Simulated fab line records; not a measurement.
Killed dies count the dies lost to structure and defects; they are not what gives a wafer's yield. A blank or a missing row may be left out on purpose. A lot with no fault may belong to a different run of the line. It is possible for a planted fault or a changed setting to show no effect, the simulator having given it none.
fab line records    flow n5-finfet
record lots=5  wafers=14  last-day=18
route steps=1938 shown BEOL_M0@721 BEOL_M4@1111
lots with no fault: from the same line, run without faults
start-h: start of the lot's first displayed wafer, in hours after the record's first day    wait-h: time in hours since the lot's previous step    " as in the row above    L1.1+2: one row covering several wafers at once    - no value, or no start was given    * or withheld: withheld    < > ~ a bound
route shown NAME@n: names a module that has steps shown in the file, with the first one's number in the route    usual: the fault-free wafers' mean and standard deviation    same: alike in all rows    chamber/n: place in a boat    sites: readings site by site    _std_site: standard deviation across them    _edge_site: inner sites' mean taken away from outer sites' mean    radius-mm: how far each site lies from the wafer's centre    mask NAME#n: copy n    behind: the tool/chamber that last shaped the wafer    hold: what put the lot on hold/how long, in hours/how the hold closed    device: transistor that didn't switch, given as n, p or np    end of line: the route-end tests of the same wafers    a step given without rows: its recipe and nothing more    killed: dies lost to structure and defects at the first sort, not the wafer's yield    map: a wafer's dies, marking killed ones x, the rest . and places with no die _
set.NAME: the run value of the setting; set.NAME@STEP: its run value at that earlier step    model.NAME: the simulator's own value behind a step, which no gauge read
certain route steps with their lots: each step a table, each wafer a row
services: the hour from which a tool's chamber was out of use, counted from the record's first day as start-h (under 0 if before that day), plus the number of hours and why
## steps
# step N5_BEOL_M0_TRENCH_ETCH_107
# recipe chemistry=C4F6/O2  target-depth-a=328  target=SiOC  time-s=16.4  ion-energy-ev=250  pressure-mtorr=30  source-w=355  bias-w=185  Ar_flow_sccm=300  C4F6_flow_sccm=10  O2_flow_sccm=10
# step N5_BEOL_M0_STRIP_142
# recipe chemistry=N2/H2  time-s=10  power-w=450  temp-c=40  pressure-mtorr=20  rf-frequency-hz=6e+07  bias-power-w=7  n2-flow-sccm=200  h2-flow-sccm=200
# step N5_BEOL_M0_OCD_MEAS_108
# usual trench-depth-nm=32.8/0.66
lot.wafer  tool    chamber  start-h  wait-h  trench-depth-nm
L167.1     ocd-01  -        115.51   0.1     32.4
L167.5     "       -        "        "       32.7
L167.6     "       -        "        "       32.0
L174.1     ocd-01  -        159.34   0.1     33.4
L174.2     "       -        "        "       32.6
L174.4     "       -        "        "       32.1
L177.1     ocd-01  -        177.95   0.1     33.1
L177.2     "       -        "        "       33.3
L177.5     "       -        "        "       33.2
L188.1     ocd-02  -        246.63   0.1     32.8
L188.4     "       -        "        "       32.6
L190.3     ocd-02  -        255.98   0.1     32.7
L190.5     "       -        "        "       32.4
L190.6     "       -        "        "       33.5
# step N5_BEOL_M0_HM_STRIP_129
# recipe chemistry=peroxide-tin-strip  material=TiN  target-depth-a=170  temp-c=50  time-s=108
# step N5_BEOL_M0_SRD_130
# recipe time-s=30  temp-c=23  rinse-liquid=diw  dry=ipa-marangoni
# step N5_BEOL_M0_ETCH_109
# recipe chemistry=CH3F/O2  target-depth-a=80  overetch-a=24  target=SiCN  time-s=27.4  ion-energy-ev=120  pressure-mtorr=30  source-w=395  bias-w=75  Ar_flow_sccm=150  CH3F_flow_sccm=30  O2_flow_sccm=20
# step N5_BEOL_M0_STRIP_139
# recipe chemistry=post-etch-residue-remover  time-s=60  temp-c=25  remover-ph=withheld  remover-water-wt-pct=withheld  remover-fluoride-wt-pct=withheld
# step N5_BEOL_M0_SRD_111
# recipe time-s=30  temp-c=23  rinse-liquid=diw  dry=ipa-marangoni
# step N5_BEOL_M0_DEGAS_112
# recipe ambient=vacuum  temp-c=250  time-s=60
# usual heater-power-w=326/44
lot.wafer  tool            chamber  start-h  wait-h  heater-power-w
L167.1     pvd-sputter-03  -        116.35   0.6     357
L167.5     "               -        "        "       285
L167.6     "               -        "        "       349
L174.1     pvd-sputter-01  -        160.43   0.8     309
L174.2     "               -        "        "       299
L174.4     "               -        "        "       301
L177.1     pvd-sputter-01  -        179.32   0.9     296
L177.2     "               -        "        "       265
L177.5     "               -        "        "       304
L188.1     pvd-sputter-03  -        247.62   0.5     352
L188.4     "               -        "        "       352
L190.3     pvd-sputter-03  -        256.92   0.6     357
L190.5     "               -        "        "       283
L190.6     "               -        "        "       358
# step N5_BEOL_M0_PRE_CLEAN_113
# recipe gas=H2/He  time-s=30  temp-c=250
# usual heater-power-w=325/44
lot.wafer  tool            chamber  start-h  wait-h  heater-power-w
L167.1     pvd-sputter-03  -        116.39   0.0     349
L167.5     "               -        "        "       285
L167.6     "               -        "        "       364
L174.1     pvd-sputter-01  -        160.47   0.0     313
L174.2     "               -        "        "       295
L174.4     "               -        "        "       293
L177.1     pvd-sputter-01  -        179.36   0.0     301
L177.2     "               -        "        "       271
L177.5     "               -        "        "       310
L188.1     pvd-sputter-03  -        247.66   0.0     349
L188.4     "               -        "        "       359
L190.3     pvd-sputter-03  -        256.96   0.0     354
L190.5     "               -        "        "       282
L190.6     "               -        "        "       342
# step N5_BEOL_M0_ALD_136
# recipe material=TaN  target-thk-a=*  temp-c=275  ald-precursor-family=PDMAT  ald-co-reactant=NH3  pressure-torr=3  carrier-flow-sccm=1500  pulse-time-s=2  purge-time-s=3  co-reactant-purge-time-s=2  co-reactant-pulse-time-s=3  ald-cycles=30  precursor-vessel-temp-c=75  precursor-vessel-pressure-torr=26.25  precursor-vessel-carrier-sccm=1000
# usual heater-power-w=415/40
# same co-reactant-pulse-time-s=3
lot.wafer  tool          chamber  start-h  wait-h  heater-power-w
L167.1     ald-metal-03  1        116.45   0.0     457
L167.5     "             0        "        "       416
L167.6     "             1        "        "       443
L174.1     ald-metal-03  3        160.67   0.2     406
L174.2     "             1        "        "       439
L174.4     "             2        "        "       500
L177.1     ald-metal-04  0        179.50   0.1     437
L177.2     "             2        "        "       379
L177.5     "             1        "        "       402
L188.1     ald-metal-03  3        247.80   0.1     403
L188.4     "             0        "        "       408
L190.3     ald-metal-04  1        257.03   0.0     403
L190.5     "             1        "        "       405
L190.6     "             2        "        "       377
# step N5_BEOL_M0_SURFACE_TREAT_137
# recipe gas=Ar  time-s=*  ion-energy-ev=*  ion-current-ma-cm2=0.5  pressure-mtorr=*  ar-flow-sccm=30
# usual throttle-valve-pct=*
lot.wafer  tool            chamber  start-h  wait-h  throttle-valve-pct
L167.1     pvd-sputter-02  -        116.77   0.2     *
L167.5     "               -        "        "       *
L167.6     "               -        "        "       *
L174.1     pvd-sputter-03  -        161.21   0.4     *
L174.2     "               -        "        "       *
L174.4     "               -        "        "       *
L177.1     pvd-sputter-01  -        179.76   0.2     *
L177.2     "               -        "        "       *
L177.5     "               -        "        "       *
L188.1     pvd-sputter-02  -        249.43   1.5     *
L188.4     "               -        "        "       *
L190.3     pvd-sputter-02  -        257.56   0.4     *
L190.5     "               -        "        "       *
L190.6     "               -        "        "       *
# step N5_BEOL_M0_CVD_115
# recipe material=Co  target-thk-a=*  temp-c=withheld  precursor=CCTBA/H2  pressure-torr=30  time-s=120
# usual run-length-s=143.1/0.45
lot.wafer  tool       chamber  start-h  wait-h  run-length-s
L167.1     cvd-co-02  0        116.83   0.0     144.0
L167.5     "          0        "        "       143.4
L167.6     "          2        "        "       143.4
L174.1     cvd-co-02  2        161.29   0.1     143.0
L174.2     "          0        "        "       143.4
L174.4     "          2        "        "       143.4
L177.1     cvd-co-02  0        180.00   0.2     143.4
L177.2     "          2        "        "       143.6
L177.5     "          2        "        "       143.2
L188.1     cvd-co-02  1        249.72   0.3     104.8
L188.4     "          2        "        "       143.3
L190.3     cvd-co-01  1        257.68   0.1     143.4
L190.5     "          0        "        "       142.5
L190.6     "          2        "        "       143.5
# step N5_BEOL_M0_SPUTTER_116
# recipe material=Cu  target-thk-a=40  temp-c=-20  chamber-pressure-pa=0.07  power-w=withheld  time-s=7.37
# usual throttle-valve-pct=30.3/1
lot.wafer  tool            chamber  start-h  wait-h  throttle-valve-pct
L167.1     pvd-sputter-02  -        117.01   0.1     29.6
L167.5     "               -        "        "       30.0
L167.6     "               -        "        "       32.2
L174.1     pvd-sputter-03  -        161.39   0.1     30.7
L174.2     "               -        "        "       29.6
L174.4     "               -        "        "       30.8
L177.1     pvd-sputter-01  -        180.36   0.3     29.7
L177.2     "               -        "        "       28.3
L177.5     "               -        "        "       28.3
L188.1     pvd-sputter-02  -        251.31   1.5     31.8
L188.4     "               -        "        "       30.6
L190.3     pvd-sputter-01  -        257.81   0.1     28.3
L190.5     "               -        "        "       29.8
L190.6     "               -        "        "       28.5
# step N5_BEOL_M4_RC_MEAS_101
# usual DIBL_N=35.8/1.5  DIBL_P=35.9/1.8  IOFF_N=0.152/0.025  IOFF_P=0.21/0.031  ION_N=672/11  ION_P=462/7.4  SS_N=71.5/0.52  SS_P=73.2/0.54  VT_N=250/3  VT_P=-250/3.3
lot.wafer  tool       chamber  start-h  wait-h  DIBL_N[mV/V]  DIBL_P[mV/V]  IOFF_N[nA/um]  IOFF_P[nA/um]  ION_N[uA/um]  ION_P[uA/um]  SS_N[mV/dec]  SS_P[mV/dec]  VT_N[mV]  VT_P[mV]
L167.1     prober-02  0        171.86   0.0     37.5          37.0          0.167          0.24           668           461           71.9          72.3          249       -248
L167.5     "          0        "        "       35.3          35.3          0.140          0.21           670           465           71.8          73.0          251       -248
L167.6     "          0        "        "       36.5          36.3          0.156          0.22           673           466           71.8          73.5          250       -249
L174.1     prober-02  0        208.85   0.0     37.1          36.5          0.136          0.18           659           458           71.9          73.8          251       -255
L174.2     "          0        "        "       35.2          33.9          0.110          0.14           656           447           70.9          72.4          257       -261
L174.4     "          0        "        "       34.8          33.8          0.112          0.14           671           448           70.8          73.8          255       -258
L177.1     prober-01  0        239.21   0.0     37.3          34.8          0.157          0.20           658           452           71.4          73.3          251       -253
L177.2     "          0        "        "       37.0          34.5          0.139          0.20           677           461           71.0          74.2          253       -250
L177.5     "          0        "        "       36.4          33.4          0.132          0.18           666           457           71.2          73.0          252       -254
L188.1     prober-02  0        300.36   0.0     34.1          34.8          0.141          0.20           655           454           71.6          73.6          250       -249
L188.4     "          0        "        "       35.3          36.5          0.157          0.22           672           467           71.7          73.4          248       -248
L190.3     prober-02  0        321.31   0.3     33.7          33.5          0.125          0.17           660           456           71.3          72.7          253       -253
L190.5     "          0        "        "       36.9          36.4          0.165          0.21           670           455           72.2          72.7          251       -251
L190.6     "          0        "        "       32.6          32.1          0.106          0.16           652           455           71.2          72.3          255       -255
## services
tool            chamber  start-h  hours  kind
pvd-sputter-02  -        92.63    0.5    repair
cvd-co-01       -        92.85    2.8    repair
cvd-co-01       -        95.66    2.8    pm
cvd-co-02       -        96.27    1.0    repair
pvd-sputter-01  -        98.12    1.5    repair
cvd-co-01       1        114.74   -      clean
cvd-co-01       1        114.74   22.0   scheduled-down
cvd-co-01       1        114.74   22.0   vent-cycle
ald-metal-04    -        116.38   0.4    repair
cvd-co-02       -        125.00   0.2    repair
cvd-co-01       -        174.11   0.4    repair
ald-metal-03    -        190.28   8.7    pm
cvd-co-02       0        201.54   3.7    repair
## key
first-sign step=N5_BEOL_M0_CVD_115  reading=run-length-s  direction=down  sigmas=85  usual=*  struck=*
effect none on later readings
met-at N5_BEOL_M0_CVD_115
struck-wafers L188.1
sort-left-out L188.1
onset-between 180.00 249.72
fault kind=process-parameter-drift  tool=cvd-co-02  chamber=-  onset-h=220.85  steps=N5_BEOL_M0_CVD_115  channel=time-s  offset=*  shape=step  end-h=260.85  scope=struck-wafers-only  acts-in=*  stated=*
# sort-left-out: the simulated sort isn't trusted on such a fault, so these wafers' sort isn't shown, and their yield isn't known
